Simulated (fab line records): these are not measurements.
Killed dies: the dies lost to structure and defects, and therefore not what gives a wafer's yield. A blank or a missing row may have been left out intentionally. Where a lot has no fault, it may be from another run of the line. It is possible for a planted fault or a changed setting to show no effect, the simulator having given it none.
Which tool did it?	flow nand-harc	72 wafers from 24 lots sampled at 5 of the route's 1302 steps

== WHAT THE GAUGES READ, wafer by wafer ==
NHARC_A_CHANNEL_FILL_D1_THK_MEAS_06: measures by ellipsometry. Usual: thk-nm 5.0 nm, standard deviation 1.
lot	measured	on	thk-nm (nm)	flag
L074	day 9 21:46	film-metro-01	5.0 6.2 7.2	
L075	day 10 14:59	film-metro-01	4.2 4.7 6.2	
L076	day 11 05:22	film-metro-01	3.8 3.7 4.6	
L077	day 11 13:42	film-metro-01	4.2 5.9 4.9	
L078	day 12 01:13	film-metro-02	5.9 3.8 4.4	
L079	day 12 12:11	film-metro-01	3.6 2.7 5.8	
L080	day 12 20:22	film-metro-02	5.4 6.1 4.4	
L082	day 13 13:47	film-metro-01	4.8 4.8 4.0	
L081	day 13 13:47	film-metro-02	5.1 3.1 4.4	
L083	day 14 11:46	film-metro-02	3.8 5.1 6.2	
L085	day 14 22:18	film-metro-01	4.0 5.1 3.3	
L084	day 14 22:18	film-metro-02	6.4 6.0 4.7	
L086	day 15 11:26	film-metro-02	4.0 4.3 5.6	
L088	day 16 08:26	film-metro-02	2.9 6.4 4.3	
L087	day 16 08:26	film-metro-01	2.2 4.9 5.5	
L089	day 16 18:56	film-metro-01	5.5 4.6 3.5	
L090	day 16 18:57	film-metro-01	4.2 3.9 5.6	
L091	day 17 09:51	film-metro-02	5.8 5.8 2.4	
L092	day 17 21:38	film-metro-02	5.0 4.9 5.6	
L093	day 17 21:38	film-metro-01	6.2 4.6 6.2	
L094	day 18 12:37	film-metro-02	6.4 3.5 3.9	
L095	day 18 21:56	film-metro-02	4.3 5.4 5.7	
L096	day 19 14:24	film-metro-02	5.3 4.0 2.3	
L097	day 19 18:21	film-metro-01	5.2 6.1 7.3	

== TOOL THAT RAN EACH LOT (tool first, then ch and the chambers of the sampled wafers, then the start) ==
lot	NHARC_A_CHANNEL_HOLE_D1_ETCH_38	NHARC_A_CHANNEL_HOLE_D1_ETCH_16	NHARC_A_CHANNEL_HOLE_D1_ETCH_19	NHARC_A_CHANNEL_HOLE_D1_ETCH_23
L074	rie-diel-04 ch 0,1,2, day 8 03:02	rie-diel-04 ch 0,1,2, day 8 04:08 or earlier	har-etch-02 ch 0,1, day 8 04:08	har-etch-02 ch 0,1, day 8 05:34
L075	rie-diel-12 ch 0,2,3, day 8 19:56	rie-diel-12 ch 0,3, day 8 21:06 or earlier	har-etch-02 ch 0,1, day 8 21:06	har-etch-02 ch 0,1, day 8 22:37
L076	rie-diel-04 ch 0,3, day 9 03:05	rie-diel-04 ch 0,2, day 9 04:10 or earlier	har-etch-01 ch 0,1, day 9 04:10	har-etch-01 ch 0,1, day 9 05:37
L077	rie-diel-04 ch 0,1,2, day 9 15:02	rie-diel-04 ch 1,2, day 9 16:16 or earlier	har-etch-02 ch 0,1, day 9 16:16	har-etch-02 ch 0,1, day 9 17:42
L078	rie-diel-04 ch 0,2,3, day 10 01:58	rie-diel-04 ch 1,2,3, day 10 03:05 or earlier	har-etch-02 ch 0,1, day 10 03:05	har-etch-02 ch 0,1, day 10 04:37
L079	rie-diel-04 ch 0,1,3, day 10 17:14	rie-diel-04 ch 2,3, day 10 18:20 or earlier	har-etch-02 ch 0,1, day 10 18:20	har-etch-02 ch 0,1, day 10 19:46
L080	rie-diel-04 ch 0,2,3, day 11 01:13	rie-diel-04 ch 1,2,3, day 11 02:17 or earlier	har-etch-02 ch 0,1, day 11 02:17	har-etch-02 ch 0,1, day 11 03:44
L082	rie-diel-04 ch 0,1,2, day 11 18:38	rie-diel-04 ch 0,2,3, day 11 19:44 or earlier	har-etch-02 ch 0,1, day 11 19:44	har-etch-02 ch 0,1, day 11 21:16
L081	rie-diel-01 ch 0,1, day 11 19:35	rie-diel-01 ch 1,2,3, day 11 20:43 or earlier	har-etch-01 ch 0,1, day 11 20:43	har-etch-01 ch 0,1, day 11 22:22
L083	rie-diel-04 ch 1,2, day 12 12:45	rie-diel-04 ch 0,3, day 12 14:58 or earlier	har-etch-02 ch 0, day 12 14:58	har-etch-02 ch 0, day 12 16:24
L085	rie-diel-12 ch 0,1,2, day 13 01:07	rie-diel-12 ch 0,1,3, day 13 02:13 or earlier	har-etch-02 ch 0,1, day 13 02:13	har-etch-02 ch 0,1, day 13 03:39
L084	rie-diel-01 ch 0,1, day 13 01:38	rie-diel-01 ch 1,3, day 13 03:05 or earlier	har-etch-01 ch 0,1, day 13 03:05	har-etch-01 ch 0,1, day 13 04:31
L086	rie-diel-01 ch 0,1,3, day 13 14:03	rie-diel-01 ch 0,1, day 13 17:08 or earlier	har-etch-01 ch 0,1, day 13 17:08	har-etch-01 ch 0,1, day 13 18:52
L088	rie-diel-12 ch 2,3, day 14 13:27	rie-diel-12 ch 1,2, day 14 14:35 or earlier	har-etch-02 ch 0,1, day 14 14:35	har-etch-02 ch 0,1, day 14 16:13
L087	rie-diel-04 ch 2,3, day 14 14:11	rie-diel-04 ch 0,2, day 14 15:28 or earlier	har-etch-01 ch 0,1, day 14 15:28	har-etch-01 ch 0,1, day 14 16:53
L089	rie-diel-12 ch 0,1, day 14 22:17	rie-diel-12 ch 1,2, day 14 23:30 or earlier	har-etch-02 ch 1, day 14 23:30	har-etch-02 ch 1, day 15 00:56
L090	rie-diel-04 ch 2,3, day 15 02:50	rie-diel-04 ch 0,2,3, day 15 04:08 or earlier	har-etch-01 ch 0,1, day 15 04:08	har-etch-01 ch 0,1, day 15 05:40
L091	rie-diel-04 ch 0,1, day 15 14:30	rie-diel-04 ch 0,1,2, day 15 15:51 or earlier	har-etch-02 ch 0,1, day 15 15:51	har-etch-02 ch 0,1, day 15 17:28
L092	rie-diel-01 ch 1,2,3, day 16 02:14	rie-diel-01 ch 0,1,3, day 16 03:19 or earlier	har-etch-01 ch 0,1, day 16 03:19	har-etch-01 ch 0,1, day 16 04:45
L093	rie-diel-12 ch 1,2,3, day 16 03:03	rie-diel-12 ch 0,1,2, day 16 06:14 or earlier	har-etch-02 ch 0,1, day 16 06:14	har-etch-02 ch 0,1, day 16 07:40
L094	rie-diel-12 ch 0,2,3, day 16 17:41	rie-diel-12 ch 0,1,2, day 16 18:47 or earlier	har-etch-01 ch 0,1, day 16 18:47	har-etch-01 ch 0,1, day 16 20:12
L095	rie-diel-04 ch 0,1,3, day 17 00:23	rie-diel-04 ch 1,2,3, day 17 01:28 or earlier	har-etch-01 ch 0,1, day 17 01:28	har-etch-01 ch 0,1, day 17 02:55
L096	rie-diel-04 ch 0,2, day 17 17:20	rie-diel-04 ch 0,1, day 17 20:35 or earlier	har-etch-02 ch 0,1, day 17 20:35	har-etch-02 ch 0,1, day 17 22:01
L097	rie-diel-04 ch 0,3, day 17 23:10	rie-diel-04 ch 1,2, day 18 00:16 or earlier	har-etch-01 ch 0, day 18 00:16	har-etch-01 ch 0, day 18 01:43
- NHARC_A_CHANNEL_HOLE_D1_ETCH_38: etches the open film in CF4, target depth 39 nm, time 65 s.
- NHARC_A_CHANNEL_HOLE_D1_ETCH_16: etches the open film in O2/COS, target depth 3100 nm, time 806 s.
- NHARC_A_CHANNEL_HOLE_D1_ETCH_19: etches the open film in C4F8/O2/Ar, time 34.5 s.
- NHARC_A_CHANNEL_HOLE_D1_ETCH_23: etches the open film in C4F8/O2/Ar, time 819 s, target depth 1600 nm.

== WHAT THE TOOLS THEMSELVES READ (means of the sampled wafers that have a number; where no wafer has one, the mark that the record gives instead) ==
NHARC_A_CHANNEL_HOLE_D1_ETCH_38. Usual: drypump-motor-current-A 5.7 A, standard deviation 0.44; oes-product-au 1.001 a.u., standard deviation 0.011; rf-vpp-V 151.6 V, standard deviation 1.2; showerhead-plenum-p-Torr 1.79 Torr, standard deviation 0.08; throttle-valve-pct 13.284 %, standard deviation 0.0091.
lot	tool	drypump-motor-current-A (A)	oes-product-au (a.u.)	rf-vpp-V (V)	showerhead-plenum-p-Torr (Torr)	throttle-valve-pct (%)	flag
L074	rie-diel-04	5.8	0.988	152.0	1.79	13.282	
L075	rie-diel-12	6.0	1.007	150.9	1.68	13.288	
L076	rie-diel-04	5.4	1.010	152.9	1.84	13.284	
L077	rie-diel-04	5.8	1.001	151.7	1.79	13.284	
L078	rie-diel-04	5.4	1.003	151.6	1.79	13.287	
L079	rie-diel-04	5.8	1.014	152.0	1.84	13.282	
L080	rie-diel-04	5.4	1.013	152.1	1.79	13.288	
L082	rie-diel-04	5.8	1.007	151.4	1.79	13.291	
L081	rie-diel-01	5.7	0.987	151.3	1.76	13.273	
L083	rie-diel-04	6.0	1.004	150.7	1.81	13.276	
L085	rie-diel-12	6.0	0.997	152.0	1.82	13.286	
L084	rie-diel-01	6.1	0.994	151.6	1.72	13.284	
L086	rie-diel-01	5.8	0.990	152.5	1.79	13.280	
L088	rie-diel-12	5.9	1.013	150.6	1.67	13.284	
L087	rie-diel-04	5.2	1.014	151.5	1.75	13.288	
L089	rie-diel-12	5.8	0.981	152.4	1.85	13.282	
L090	rie-diel-04	5.2	1.008	150.8	1.75	13.287	
L091	rie-diel-04	6.0	1.002	152.8	1.82	13.275	
L092	rie-diel-01	5.9	1.009	150.8	1.74	13.288	
L093	rie-diel-12	5.9	0.998	151.0	1.73	13.278	
L094	rie-diel-12	6.0	1.002	150.6	1.75	13.281	
L095	rie-diel-04	5.8	1.001	151.5	1.84	13.285	
L096	rie-diel-04	5.4	1.006	150.4	1.73	13.280	
L097	rie-diel-04	5.4	1.001	151.7	1.84	13.282	

NHARC_A_CHANNEL_HOLE_D1_ETCH_16. Usual: drypump-motor-current-A 5.7 A, standard deviation 0.43; oes-product-au 1.000 a.u., standard deviation 0.0096; rf-vpp-V 314.6 V, standard deviation 2.1; showerhead-plenum-p-Torr 3.15 Torr, standard deviation 0.15; throttle-valve-pct 28.331 %, standard deviation 0.009.
lot	tool	drypump-motor-current-A (A)	oes-product-au (a.u.)	rf-vpp-V (V)	showerhead-plenum-p-Torr (Torr)	throttle-valve-pct (%)	flag
L074	rie-diel-04	5.8	0.991	315.2	3.16	28.329	
L075	rie-diel-12	5.9	0.997	311.4	2.92	28.329	
L076	rie-diel-04	5.6	1.004	314.5	3.13	28.338	
L077	rie-diel-04	6.0	1.003	315.5	3.19	28.330	
L078	rie-diel-04	5.6	1.011	314.8	3.19	28.331	
L079	rie-diel-04	5.2	1.007	314.0	3.10	28.326	
L080	rie-diel-04	5.7	1.004	315.3	3.19	28.330	
L082	rie-diel-04	5.4	1.003	314.8	3.16	28.329	
L081	rie-diel-01	6.0	1.001	313.7	3.09	28.328	
L083	rie-diel-04	5.4	0.995	315.4	3.25	28.335	
L085	rie-diel-12	5.8	0.996	314.4	3.18	28.327	
L084	rie-diel-01	6.0	0.999	315.0	3.23	28.337	
L086	rie-diel-01	5.7	0.987	313.9	3.10	28.335	
L088	rie-diel-12	5.9	0.987	314.6	3.16	28.339	
L087	rie-diel-04	5.6	1.003	313.2	3.13	28.325	
L089	rie-diel-12	5.9	0.996	315.3	3.16	28.337	
L090	rie-diel-04	5.4	1.004	314.4	3.16	28.331	
L091	rie-diel-04	5.8	0.999	314.3	3.16	28.332	
L092	rie-diel-01	5.9	0.991	314.3	3.15	28.336	
L093	rie-diel-12	5.9	0.993	315.1	3.19	28.335	
L094	rie-diel-12	5.9	0.992	316.1	3.19	28.333	
L095	rie-diel-04	5.6	1.008	315.2	3.19	28.329	
L096	rie-diel-04	6.2	0.999	315.4	3.25	28.325	
L097	rie-diel-04	5.6	1.000	314.0	3.09	28.328	

NHARC_A_CHANNEL_HOLE_D1_ETCH_19. Usual: drypump-motor-current-A 5.67 A, standard deviation 0.29; showerhead-plenum-p-Torr 3.72 Torr, standard deviation 0.032; throttle-valve-pct 37.037 %, standard deviation 0.0093.
lot	tool	drypump-motor-current-A (A)	showerhead-plenum-p-Torr (Torr)	throttle-valve-pct (%)	flag
L074	har-etch-02	5.58	3.76	37.036	
L075	har-etch-02	5.83	3.76	37.041	
L076	har-etch-01	5.64	3.74	37.036	
L077	har-etch-02	5.57	3.75	37.037	
L078	har-etch-02	5.83	3.75	37.041	
L079	har-etch-02	5.58	3.74	37.038	
L080	har-etch-02	5.57	3.74	37.023	
L082	har-etch-02	5.85	3.74	37.039	
L081	har-etch-01	5.65	3.72	37.031	
L083	har-etch-02	5.33	3.71	37.044	
L085	har-etch-02	5.56	3.72	37.035	
L084	har-etch-01	5.66	3.72	37.041	
L086	har-etch-01	5.64	3.72	37.038	
L088	har-etch-02	5.82	3.71	37.041	
L087	har-etch-01	5.64	3.70	37.026	
L089	har-etch-02	6.07	3.72	37.039	
L090	har-etch-01	5.65	3.69	37.032	
L091	har-etch-02	5.83	3.71	37.039	
L092	har-etch-01	5.64	3.69	37.033	
L093	har-etch-02	5.82	3.70	37.036	
L094	har-etch-01	5.64	3.68	37.032	
L095	har-etch-01	5.65	3.68	37.040	
L096	har-etch-02	5.84	3.69	37.041	
L097	har-etch-01	5.62	3.70	37.031	

NHARC_A_CHANNEL_HOLE_D1_ETCH_23. Usual: drypump-motor-current-A 5.67 A, standard deviation 0.28; showerhead-plenum-p-Torr 3.68 Torr, standard deviation 0.03; throttle-valve-pct 32.154 %, standard deviation 0.0091.
lot	tool	drypump-motor-current-A (A)	showerhead-plenum-p-Torr (Torr)	throttle-valve-pct (%)	flag
L074	har-etch-02	5.58	3.72	32.157	
L075	har-etch-02	5.83	3.71	32.148	
L076	har-etch-01	5.66	3.70	32.144	
L077	har-etch-02	5.58	3.70	32.157	
L078	har-etch-02	5.83	3.70	32.158	
L079	har-etch-02	5.59	3.70	32.155	
L080	har-etch-02	5.57	3.69	32.154	
L082	har-etch-02	5.82	3.69	32.160	
L081	har-etch-01	5.64	3.68	32.153	
L083	har-etch-02	5.32	3.67	32.154	
L085	har-etch-02	5.57	3.68	32.155	
L084	har-etch-01	5.63	3.68	32.150	
L086	har-etch-01	5.63	3.68	32.157	
L088	har-etch-02	5.80	3.67	32.152	
L087	har-etch-01	5.65	3.66	32.164	
L089	har-etch-02	6.07	3.68	32.156	
L090	har-etch-01	5.65	3.65	32.150	
L091	har-etch-02	5.80	3.66	32.149	
L092	har-etch-01	5.64	3.64	32.155	
L093	har-etch-02	5.83	3.66	32.160	
L094	har-etch-01	5.66	3.64	32.164	
L095	har-etch-01	5.66	3.64	32.152	
L096	har-etch-02	5.81	3.65	32.144	
L097	har-etch-01	5.63	3.66	32.163	

== THE ANSWER, worked out from the rows above alone ==
Rule: take the mean of a lot's wafers that have a number; if it is more than 3 standard deviations from the usual mean, the lot is off. A lot without any number at a reading at which 4 lots or more have one is off too. Any other lot the step has rows for is counted as sound. Order of review: gauges by route order, followed by the tools' own readings, for which a lot's mean as printed above is used. At the first step where some lot is off, the reading lying furthest off is the one used; lots without a number count as furthest.
Nothing can be told from this: no lot is off at any reading shown.

== WHAT HAD BEEN PUT IN BY THE SIMULATOR ==
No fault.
